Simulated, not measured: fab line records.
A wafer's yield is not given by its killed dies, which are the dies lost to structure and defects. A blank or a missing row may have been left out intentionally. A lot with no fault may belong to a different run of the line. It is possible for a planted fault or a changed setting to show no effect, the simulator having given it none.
fab line records	flow n5_finfet
record lots=7	wafers=39
route steps=1938 shown WELL_APT@55 FIN_CUT@176 DUMMY_GATE@246 SD_EPI_P@321 HKMG_FIN@434 GATE_CUT@493
start_h: hours from the record's opening day to when the first of the lot's shown wafers began	wait_h: hours elapsed since this lot's preceding step	" repeats the value in the row above	L1.1+2: a row that stands for several wafers	- either no value or no given start	* or withheld: withheld	< > ~ a bound
route shown NAME@n: NAME is a module with steps in the file, n the number in the route of the first one	usual: mean/standard deviation taken from wafers without a fault	same: alike in all rows	chamber/n: place in a boat	sites: each site's reading	_std_site: how widely they spread, as a standard deviation	_edge_site: mean of outer sites minus mean of inner sites	radius_mm: how far each site lies from the wafer's centre	mask NAME#n: copy n	behind: tool/chamber where the wafer was last shaped	hold: what put the lot on hold/how long, in hours/how the hold closed	device: the n, p or np transistor that did not switch	end of line: tests run on the same wafers once the route is complete	step lacking rows: just its recipe	killed: count of dies lost to structure and defects at first sort (not the wafer's yield)	map: shows each die of a wafer: x if killed, . if not, _ if none is there
set.NAME: the setting the step ran with; set.NAME@STEP: the setting that earlier step ran with	model.NAME: the simulator's own value behind a step, which no gauge read
lots whose settings were changed on purpose; a table a step, a row a wafer
## steps
# step N5_WELL_APT_EPI_41
# recipe material=Si	target_thk_a=500	temp_c=650	precursor=SiH4/H2	pressure_torr=20	time_s=297.7
lot.wafer	tool	chamber	start_h	wait_h	set.time_s	model.Si_of_WELL_APT_EPI_41.thk_nm
L078.1	epi_rpcvd-04	0	40.06	0.0	297.7	49.39
L078.2	"	0	"	"	320.4	53.12
L078.3	"	0	"	"	320.4	53.19
L078.4	"	0	"	"	297.7	49.36
L078.5	"	0	"	"	297.7	49.81
L078.6	"	0	"	"	320.4	53.43
L079.1	epi_rpcvd-01	0	46.11	0.0	297.7	50.13
L079.2	"	0	"	"	297.7	49.66
L079.3	"	0	"	"	297.7	50.39
L079.4	"	0	"	"	297.7	50.12
L079.5	"	0	"	"	297.7	49.9
L079.6	"	0	"	"	297.7	49.61
L081.4	epi_rpcvd-04	0	58.48	0.4	297.7	50.33
L081.5	"	0	"	"	297.7	50.68
L081.6	"	0	"	"	297.7	50.36
L083.1	epi_rpcvd-04	0	70.31	0.0	297.7	49.39
L083.2	"	0	"	"	319.7	53.83
L083.3	"	0	"	"	297.7	50.27
L083.4	"	0	"	"	319.7	53.17
L083.5	"	0	"	"	297.7	49.69
L083.6	"	0	"	"	319.7	53.29
L084.1	epi_rpcvd-02	0	76.27	0.0	297.7	50.55
L084.2	"	0	"	"	318.9	54.32
L084.3	"	0	"	"	318.9	54.13
L084.4	"	0	"	"	297.7	50.85
L084.5	"	0	"	"	297.7	50.51
L084.6	"	0	"	"	318.9	54.56
L088.1	epi_rpcvd-04	0	100.10	0.0	297.7	50.19
L088.2	"	0	"	"	297.7	51.44
L088.3	"	0	"	"	297.7	50.65
L088.4	"	0	"	"	297.7	50.66
L088.5	"	0	"	"	297.7	50.53
L088.6	"	0	"	"	297.7	50.43
L094.1	epi_rpcvd-01	0	136.22	0.0	297.7	51.43
L094.2	"	0	"	"	297.7	50.53
L094.3	"	0	"	"	297.7	50.64
L094.4	"	0	"	"	297.7	51.18
L094.5	"	0	"	"	297.7	51.05
L094.6	"	0	"	"	297.7	50.07
# step N5_FIN_CUT_CUT_ETCH_15
# recipe chemistry=HBr/Cl2/O2	target=Si	target_depth_a=1000	bt_time_s=10	mask_material=SOC	time_s=42.4	ion_energy_ev=*	bias_w=*	pressure_mtorr=10	icp_w=800	HBr_flow_sccm=150	Cl2_flow_sccm=80	O2_flow_sccm=12
lot.wafer	tool	chamber	start_h	wait_h	set.target_depth_a	model.etch.depth_nm	model.FIN_CUT.feature_depth_nm	model.SOC_of_FIN_CUT_COAT_18.thk_nm
L078.1	rie_si-06	2	51.17	0.1	1000	98.11	98.2	171.6
L078.2	"	3	"	"	1000	100.8	100.8	170.4
L078.3	"	1	"	"	1000	99.38	99.4	170.8
L078.4	"	2	"	"	1000	98.96	99	171.4
L078.5	"	3	"	"	1000	101	101	170.4
L078.6	"	1	"	"	1000	99.11	99.2	170.6
L079.1	rie_si-06	2	57.82	0.1	1088	107.3	107.4	167.2
L079.2	"	1	"	"	1000	99.11	99.2	170.2
L079.3	"	3	"	"	1088	109.4	109.4	167
L079.4	"	2	"	"	1088	107.8	107.8	167.4
L079.5	"	3	"	"	1000	100.4	100.4	170
L079.6	"	1	"	"	1000	99.22	99.2	170.4
L081.4	rie_si-06	2	70.32	0.1	1000	99.54	99.6	169.6
L081.5	"	1	"	"	1000	98.94	99	170.4
L081.6	"	3	"	"	1000	99.31	99.4	170.2
L083.1	rie_si-06	3	82.64	0.1	1000	101.4	101.4	169
L083.2	"	1	"	"	1000	100.4	100.4	169.8
L083.3	"	2	"	"	1000	99.48	99.4	170.2
L083.4	"	0	"	"	1000	100.5	100.6	168.6
L083.5	"	2	"	"	1000	99.98	100	170
L083.6	"	1	"	"	1000	100	100	169.8
L084.1	rie_si-06	3	87.75	0.1	950.4	95.89	95.8	170.6
L084.2	"	1	"	"	1000	99.74	99.8	170.4
L084.3	"	0	"	"	950.4	94.8	94.8	172
L084.4	"	2	"	"	1000	99.66	99.6	171.2
L084.5	"	0	"	"	1000	100.7	100.6	170
L084.6	"	3	"	"	950.4	95.38	95.4	171.6
L088.1	rie_si-02	2	111.59	0.1	900.5	88.71	88.8	174.8
L088.2	"	0	"	"	900.5	90.76	90.8	173.4
L088.3+5	"	3	"	"	1000	100.8	100.8	169.8
L088.4	"	1	"	"	1000	101.1	101	169.8
L088.6	"	0	"	"	900.5	90.62	90.6	173.6
L094.1	rie_si-06	2	152.74	0.1	886.1	88.76	88.8	174.2
L094.2	"	0	"	"	886.1	89.51	89.6	174
L094.3	"	1	"	"	886.1	88.51	88.6	174.6
L094.4	"	3	"	"	1000	102.2	102.2	169.6
L094.5	"	3	"	"	1000	101.5	101.6	169.6
L094.6	"	0	"	"	1000	100.3	100.4	169.8
# step N5_FIN_CUT_CUT_ETCH_28
# recipe chemistry=HBr/Cl2/O2	target=Si	target_depth_a=60	mask_material=SOC	time_s=2.4	ion_energy_ev=*	bias_w=*	pressure_mtorr=10	icp_w=800	HBr_flow_sccm=150	Cl2_flow_sccm=80	O2_flow_sccm=12
lot.wafer	tool	chamber	start_h	wait_h	set.target_depth_a@FIN_CUT_CUT_ETCH_15	model.SOC_of_FIN_CUT_COAT_18.thk_nm
L078.1	rie_si-06	2	51.22	0.0	1000	169.8
L078.2	"	3	"	"	1000	168.6
L078.3+6	"	1	"	"	1000	169
L078.4	"	2	"	"	1000	169.6
L078.5	"	3	"	"	1000	168.8
L079.1	rie_si-06	2	57.88	0.0	1088	165.4
L079.2+6	"	1	"	"	1000	168.6
L079.3	"	3	"	"	1088	165.2
L079.4	"	2	"	"	1088	165.6
L079.5	"	3	"	"	1000	168.2
L081.4	rie_si-06	2	70.37	0.0	1000	168
L081.5	"	1	"	"	1000	168.6
L081.6	"	3	"	"	1000	168.4
L083.1	rie_si-06	3	82.69	0.0	1000	167.2
L083.2	"	1	"	"	1000	168
L083.3	"	2	"	"	1000	168.6
L083.4	"	0	"	"	1000	166.8
L083.5	"	2	"	"	1000	168.4
L083.6	"	1	"	"	1000	168.2
L084.1	rie_si-06	3	87.81	0.0	950.4	168.8
L084.2	"	1	"	"	1000	168.6
L084.3	"	0	"	"	950.4	170.2
L084.4	"	2	"	"	1000	169.4
L084.5	"	0	"	"	1000	168.2
L084.6	"	3	"	"	950.4	170
L088.1	rie_si-02	2	111.64	0.0	900.5	173
L088.2+6	"	0	"	"	900.5	171.8
L088.3+5	"	3	"	"	1000	168
L088.4	"	1	"	"	1000	168.2
L094.1	rie_si-06	2	152.79	0.0	886.1	172.4
L094.2	"	0	"	"	886.1	172.2
L094.3	"	1	"	"	886.1	172.8
L094.4+5	"	3	"	"	1000	168
L094.6	"	0	"	"	1000	168.2
# step N5_DUMMY_GATE_ETCH_32
# recipe chemistry=CF4	target=SiO2	target_depth_a=35	time_s=3.9	ion_energy_ev=350	pressure_mtorr=10	icp_w=800	bias_w=400	cf4_flow_sccm=80
lot.wafer	tool	chamber	start_h	wait_h	set.time_s	model.etch.depth_nm
L078.1	rie_si-02	0	74.72	0.1	3.9	3.508
L078.2	"	2	"	"	3.9	3.459
L078.3	"	1	"	"	3.9	3.528
L078.4	"	0	"	"	3.9	3.506
L078.5	"	1	"	"	3.9	3.516
L078.6	"	2	"	"	3.9	3.42
L079.1	rie_si-05	2	77.77	0.1	3.9	3.529
L079.2	"	3	"	"	3.9	3.555
L079.3	"	1	"	"	3.9	3.579
L079.4	"	0	"	"	3.563	3.301
L079.5	"	3	"	"	3.563	3.217
L079.6	"	0	"	"	3.563	3.299
L081.4	rie_si-02	3	89.33	0.1	3.9	3.525
L081.5	"	0	"	"	3.9	3.502
L081.6	"	3	"	"	3.9	3.513
L083.1	rie_si-05	0	101.70	0.1	3.9	3.544
L083.2	"	3	"	"	3.16	2.836
L083.3	"	1	"	"	3.16	2.864
L083.4	"	2	"	"	3.9	3.471
L083.5	"	1	"	"	3.9	3.5
L083.6	"	0	"	"	3.16	2.879
L084.1	rie_si-02	3	108.89	0.1	4.171	3.754
L084.2	"	0	"	"	3.9	3.527
L084.3	"	2	"	"	4.171	3.671
L084.4	"	1	"	"	4.171	3.753
L084.5	"	0	"	"	3.9	3.49
L084.6	"	3	"	"	3.9	3.523
L088.1	rie_si-06	0	130.53	0.1	4.434	3.889
L088.2	"	1	"	"	4.434	3.92
L088.3+6	"	2,1	"	"	3.9	3.436
L088.4	"	3	"	"	4.434	3.977
L088.5	"	0	"	"	3.9	3.445
L094.1	rie_si-02	2	173.97	0.1	3.9	3.419
L094.2	"	3	"	"	3.9	3.521
L094.3	"	0	"	"	3.9	3.496
L094.4	"	1	"	"	3.9	3.525
L094.5	"	1	"	"	3.9	3.533
L094.6	"	0	"	"	3.9	3.494
# step N5_SD_EPI_P_EPI_21
# recipe material=SiGe:B	dopant=B	temp_c=550	pressure_torr=20	ambient=H2	time_s=355
lot.wafer	tool	chamber	start_h	wait_h	set.time_s	model.SiGe-B_of_SD_EPI_P_EPI_21.thk_nm
L078.1	epi_rpcvd-03	0	84.16	0.1	355	60.2
L078.2	"	0	"	"	355	59
L078.3	"	0	"	"	355	60
L078.4+6	"	0	"	"	355	60.8
L078.5	"	0	"	"	355	60.4
L079.1+6	epi_rpcvd-04	0	86.70	0.2	355	61
L079.2	"	0	"	"	355	60.8
L079.3	"	0	"	"	355	60.4
L079.4	"	0	"	"	355	61.2
L079.5	"	0	"	"	355	61.4
L081.4+5	epi_rpcvd-02	0	98.21	1.1	355	61
L081.6	"	0	"	"	355	60.6
L083.1+2	epi_rpcvd-02	0	109.81	0.1	355	60.8
L083.3+6	"	0	"	"	290.2	53.6
L083.4	"	0	"	"	355	61.2
L083.5	"	0	"	"	290.2	53
L084.1	epi_rpcvd-02	0	116.79	0.1	355	61.4
L084.2	"	0	"	"	355	60.8
L084.3+6	"	0	"	"	355	59.8
L084.4	"	0	"	"	355	60.4
L084.5	"	0	"	"	355	60.2
L088.1+5	epi_rpcvd-04	0	138.43	0.1	334.3	58.4
L088.2	"	0	"	"	355	60.8
L088.3	"	0	"	"	355	60.4
L088.4	"	0	"	"	355	61.2
L088.6	"	0	"	"	334.3	58
L094.1+3	epi_rpcvd-02	0	181.24	0.1	355	61
L094.2	"	0	"	"	289	53.8
L094.4	"	0	"	"	355	60.6
L094.5	"	0	"	"	289	53.4
L094.6	"	0	"	"	289	54.8
# step N5_SD_EPI_P_EPI_MEAS_23
# recipe mode=xrd
# usual thk_nm=60.9/1.1
lot.wafer	tool	chamber	start_h	wait_h	set.time_s@SD_EPI_P_EPI_21	thk_nm
L078.1	film_metro-02	-	86.35	1.8	355	62.3
L078.2	"	-	"	"	355	59.6
L078.3	"	-	"	"	355	59.2
L078.4	"	-	"	"	355	59.7
L078.5	"	-	"	"	355	60.3
L078.6	"	-	"	"	355	61.2
L079.1	film_metro-01	-	89.61	2.4	355	62.9
L079.2	"	-	"	"	355	62.5
L079.3	"	-	"	"	355	61.2
L079.4	"	-	"	"	355	61.3
L079.5	"	-	"	"	355	62.7
L079.6	"	-	"	"	355	60.5
L081.4	film_metro-02	-	99.33	0.8	355	61.4
L081.5	"	-	"	"	355	60.9
L081.6	"	-	"	"	355	60.4
L083.1	film_metro-02	-	112.00	1.8	355	62.3
L083.2	"	-	"	"	355	60.8
L083.3	"	-	"	"	290.2	53.8
L083.4	"	-	"	"	355	60.2
L083.5	"	-	"	"	290.2	54.5
L083.6	"	-	"	"	290.2	53.2
L084.1	film_metro-01	-	118.99	1.8	355	61.6
L084.2	"	-	"	"	355	60.4
L084.3	"	-	"	"	355	58.3
L084.4	"	-	"	"	355	62.2
L084.5	"	-	"	"	355	59.5
L084.6	"	-	"	"	355	60.2
L088.1	film_metro-02	-	140.62	1.8	334.3	59.0
L088.2	"	-	"	"	355	62.9
L088.3	"	-	"	"	355	62.2
L088.4	"	-	"	"	355	60.0
L088.5	"	-	"	"	334.3	58.6
L088.6	"	-	"	"	334.3	58.6
L094.1	film_metro-02	-	183.44	1.8	355	59.6
L094.2	"	-	"	"	289	56.0
L094.3	"	-	"	"	355	61.0
L094.4	"	-	"	"	355	62.0
L094.5	"	-	"	"	289	53.5
L094.6	"	-	"	"	289	53.6
# step N5_HKMG_FIN_ETCH_31
# recipe chemistry=CF4	target=SiARC	target_depth_a=455	mask_material=CAR-ArF	time_s=75.8	ion_energy_ev=80	pressure_mtorr=40	source_w=545	bias_w=36	Ar_flow_sccm=100	cf4_flow_sccm=100	ends=cleared
# usual etch_rf_on_time_s=75.0/1.4	rf_vpp_V=184.3/1.1
lot.wafer	tool	chamber	start_h	wait_h	set.bias_w	etch_rf_on_time_s	rf_vpp_V
L078.1	rie_diel-04	3	104.34	0.0	36	75.5	183.5
L078.2	"	0	"	"	36	74.8	183.6
L078.3	"	1	"	"	33.13	77.3	175.5
L078.4	"	3	"	"	33.13	77.1	175.8
L078.5	"	1	"	"	33.13	77.1	174.3
L078.6	"	0	"	"	36	75.3	185.9
L079.1	rie_diel-04	0	108.43	0.0	36	74.2	184.1
L079.2	"	2	"	"	36	71.8	185.1
L079.3	"	3	"	"	36	75.0	185.2
L079.4	"	2	"	"	36	72.3	183.5
L079.5	"	0	"	"	36	75.0	186.2
L079.6	"	3	"	"	36	74.8	183.8
L081.4	rie_diel-04	2	117.44	0.0	36	72.8	185.7
L081.5	"	1	"	"	36	75.5	183.5
L081.6	"	0	"	"	36	74.6	186.1
L083.1	rie_diel-04	2	128.84	0.0	36	71.0	183.9
L083.2	"	3	"	"	36	74.2	185.4
L083.3	"	0	"	"	29.99	78.6	164.8
L083.4	"	1	"	"	29.99	78.7	165.0
L083.5	"	0	"	"	29.99	77.9	164.4
L083.6	"	1	"	"	36	74.1	183.9
L084.1	rie_diel-04	0	136.18	0.0	30.03	79.6	163.7
L084.2	"	1	"	"	30.03	78.9	164.6
L084.3	"	3	"	"	36	74.3	184.3
L084.4	"	2	"	"	36	71.9	185.2
L084.5	"	3	"	"	30.03	78.5	164.1
L084.6	"	0	"	"	36	74.7	183.3
L088.1	rie_diel-02	3	161.29	0.0	38.55	73.1	193.2
L088.2	"	1	"	"	36	75.7	185.6
L088.3	"	2	"	"	36	75.8	183.7
L088.4	"	0	"	"	38.55	76.4	190.4
L088.5	"	3	"	"	38.55	73.5	194.2
L088.6	"	0	"	"	36	77.4	180.9
L094.1	rie_diel-06	3	201.44	0.0	36	76.3	183.6
L094.2	"	0	"	"	36	74.7	183.9
L094.3	"	1	"	"	29.32	81.1	163.4
L094.4	"	2	"	"	29.32	80.0	161.6
L094.5	"	1	"	"	36	76.6	185.4
L094.6	"	2	"	"	29.32	80.6	160.9
# step N5_GATE_CUT_ETCH_37
# recipe chemistry=N2/H2	target=SOC	target_depth_a=600	overetch_a=120	mask_material=SiARC	temp_c=40	time_s=90	ion_energy_ev=200	pressure_mtorr=30	source_w=840	bias_w=150	n2_flow_sccm=200	h2_flow_sccm=200
# usual rf_vpp_V=524.3/1.6
lot.wafer	tool	chamber	start_h	wait_h	set.bias_w	rf_vpp_V	model.SiARC_of_GATE_CUT_COAT_35.thk_nm
L078.1	rie_diel-05	1	112.59	0.0	150	525.2	6
L078.2	"	3	"	"	150	523.5	6
L078.3	"	3	"	"	150	524.5	6
L078.4	"	1	"	"	150	525.6	6
L078.5	"	1	"	"	150	525.1	6
L078.6	"	3	"	"	150	525.2	6
L079.1	rie_diel-03	2	117.03	0.0	150	523.7	6
L079.2	"	0	"	"	150	521.7	6
L079.3	"	3	"	"	129.7	480.2	6.8
L079.4	"	1	"	"	129.7	481.3	6.8
L079.5	"	3	"	"	150	526.3	6
L079.6	"	0	"	"	129.7	476.3	6.8
L081.4	rie_diel-03	1	125.81	0.0	150	528.5	6.2
L081.5	"	0	"	"	150	520.7	6.2
L081.6	"	1	"	"	150	527.5	6
L083.1	rie_diel-01	0	137.16	0.0	150	523.7	6
L083.2	"	3	"	"	150	525.2	5.8
L083.3	"	1	"	"	159.1	544.6	5.6
L083.4	"	2	"	"	159.1	542.0	5.6
L083.5	"	1	"	"	150	523.6	5.8
L083.6	"	0	"	"	159.1	545.0	5.6
L084.1	rie_diel-05	0	145.11	0.0	150	524.4	6.2
L084.2	"	3	"	"	133.2	486.1	6.6
L084.3	"	1	"	"	133.2	486.9	6.6
L084.4	"	0	"	"	150	521.7	6.2
L084.5	"	1	"	"	150	527.0	6
L084.6	"	3	"	"	133.2	486.1	6.6
L088.1	rie_diel-05	2	169.55	0.0	150	524.5	6
L088.2	"	0	"	"	150	521.0	6.2
L088.3	"	1	"	"	150	524.1	6
L088.4	"	3	"	"	150	524.8	6
L088.5	"	3	"	"	150	523.6	6
L088.6	"	0	"	"	150	521.6	6
L094.1	rie_diel-01	2	210.67	0.0	150	523.5	6
L094.2	"	0	"	"	178.3	585.4	5.2
L094.3	"	1	"	"	150	525.1	6
L094.4	"	3	"	"	178.3	586.7	5
L094.5	"	0	"	"	178.3	583.5	5
L094.6	"	1	"	"	150	523.9	6
## key
split step=N5_WELL_APT_EPI_41	setting=time_s	stated=297.7	by=wafer
response step=N5_WELL_APT_EPI_41	reading=model.Si_of_WELL_APT_EPI_41.thk_nm	change=+0.5	per=1%	r=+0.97
split step=N5_FIN_CUT_CUT_ETCH_15	setting=target_depth_a	stated=1000	by=wafer
response step=N5_FIN_CUT_CUT_ETCH_15	reading=model.etch.depth_nm	change=+1.06	per=1%	r=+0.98
response step=N5_FIN_CUT_CUT_ETCH_15	reading=model.FIN_CUT.feature_depth_nm	change=+1.05	per=1%	r=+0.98
response step=N5_FIN_CUT_CUT_ETCH_15	reading=model.SOC_of_FIN_CUT_COAT_18.thk_nm	change=-0.376	per=1%	r=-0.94
response step=N5_FIN_CUT_CUT_ETCH_28	reading=model.SOC_of_FIN_CUT_COAT_18.thk_nm	change=-0.371	per=1%	r=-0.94
split step=N5_DUMMY_GATE_ETCH_32	setting=time_s	stated=3.9	by=wafer
response step=N5_DUMMY_GATE_ETCH_32	reading=model.etch.depth_nm	change=+0.0341	per=1%	r=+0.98
split step=N5_SD_EPI_P_EPI_21	setting=time_s	stated=355	by=wafer
response step=N5_SD_EPI_P_EPI_21	reading=model.SiGe-B_of_SD_EPI_P_EPI_21.thk_nm	change=+0.393	per=1%	r=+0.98
response step=N5_SD_EPI_P_EPI_MEAS_23	reading=thk_nm	change=*	per=1%	r=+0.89
split step=N5_HKMG_FIN_ETCH_31	setting=bias_w	stated=36	by=wafer
response step=N5_HKMG_FIN_ETCH_31	reading=etch_rf_on_time_s	change=*	per=1%	r=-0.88
response step=N5_HKMG_FIN_ETCH_31	reading=rf_vpp_V	change=+1.2	per=1%	r=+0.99
split step=N5_GATE_CUT_ETCH_37	setting=bias_w	stated=150	by=wafer
response step=N5_GATE_CUT_ETCH_37	reading=rf_vpp_V	change=+3.28	per=1%	r=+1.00
response step=N5_GATE_CUT_ETCH_37	reading=model.SiARC_of_GATE_CUT_COAT_35.thk_nm	change=-0.0503	per=1%	r=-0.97
